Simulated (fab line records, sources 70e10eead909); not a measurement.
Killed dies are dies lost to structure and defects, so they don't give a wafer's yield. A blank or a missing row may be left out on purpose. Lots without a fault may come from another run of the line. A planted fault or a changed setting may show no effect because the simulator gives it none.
Problem report in the 8D (eight disciplines) form, filled by code | flow nand_harc | the parts of the form that need people (team, actions taken, sign-off) are left out

1. THE PROBLEM
run_length_s at NHARC_A_DECK1_JOINT_ETCHBACK_00 reads a mean of 35.0 s on 4 wafers of 2 lots; wafers without a fault read 38.8 s with a standard deviation of 0.36. That is -11 standard deviations from the usual mean.
The step: etches the open film in HBr, target depth 30 nm, time 17.4 s.
First seen on wafer L306.2, day 17 08:21, on rie_si-05. The record holds 33 wafers of 11 lots with a number at this step. Rule for "out", or "out of limits": more than 4 standard deviations from the usual mean. The other wafers with a number count as sound.

2. WHAT IT IS AND WHAT IT IS NOT
question                    | is                             | is not
which readings at this step | run_length_s                   | chamber_pressure_mTorr, drypump_motor_current_A, oes_product_au, throttle_valve_pct
which lots                  | L306, L308                     | L292, L295, L297, L301, L304, L309, L311, L313, L315
which wafers of those lots  | L306.2, L306.3, L306.6, L308.2 | L308.1, L308.5
read on which tools         | rie_si-05                      | rie_si-01, rie_si-03
when                        | from day 17 08:21              | up to then (15 sound wafers); but 14 sound wafers of L308, L309, L311, L313, L315 came after

3. SUSPECTS, AND WHAT RULES EACH OUT
Counting: a tool at a process step up to the reading stays a suspect if it ran every lot that is out. Sound lots after the first of them don't rule it out here, since some wafers of a struck lot are sound.
- har_etch-02 at NHARC_A_CHANNEL_HOLE_D1_ETCH_33 (etches the open film in C4F8/O2/Ar, time 90 s, target depth 400 nm): kept. It ran every lot that is out, first L306 (day 14 18:15); its last sound lot up to then is L295 (day 10 01:09).
- rie_si-05 at NHARC_A_DECK1_JOINT_ETCHBACK_00 (etches the open film in HBr, target depth 30 nm, time 17.4 s): kept. It ran every lot that is out, first L306 (day 17 08:21); its last sound lot up to then is L301 (day 15 07:05). Its own readings are out on those wafers: run_length_s.
Left after counting: har_etch-02 at NHARC_A_CHANNEL_HOLE_D1_ETCH_33, rie_si-05 at NHARC_A_DECK1_JOINT_ETCHBACK_00.

4. THE CAUSE (what the simulator had put in)
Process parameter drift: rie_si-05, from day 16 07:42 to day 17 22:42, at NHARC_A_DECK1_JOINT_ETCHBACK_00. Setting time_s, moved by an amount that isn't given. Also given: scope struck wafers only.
Counting left 2 suspects, and this tool is among them.

5. THE CHAIN OF EFFECTS, in route order
Each row: a reading whose mean over the struck wafers that have a number lies more than 3 standard deviations from the usual. Only readings for which the record gives a usual standard deviation are gone through. hours: the time from each lot's start at the first step in this table that gives one to its start at this step, as a median over the lots. sigmas: the change in usual standard deviations.
hours | step                            | reading      | usual  | on struck wafers | change | sigmas
0     | NHARC_A_DECK1_JOINT_ETCHBACK_00 | run_length_s | 38.8 s | 35.0             | -3.8   | -11
The process steps in it:
- NHARC_A_DECK1_JOINT_ETCHBACK_00: etches the open film in HBr, target depth 30 nm, time 17.4 s.

6. WHAT WOULD HAVE CAUGHT IT SOONER
In this record the first reading out of limits was taken at day 17 08:21, 25 hours after the fault began at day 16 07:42.
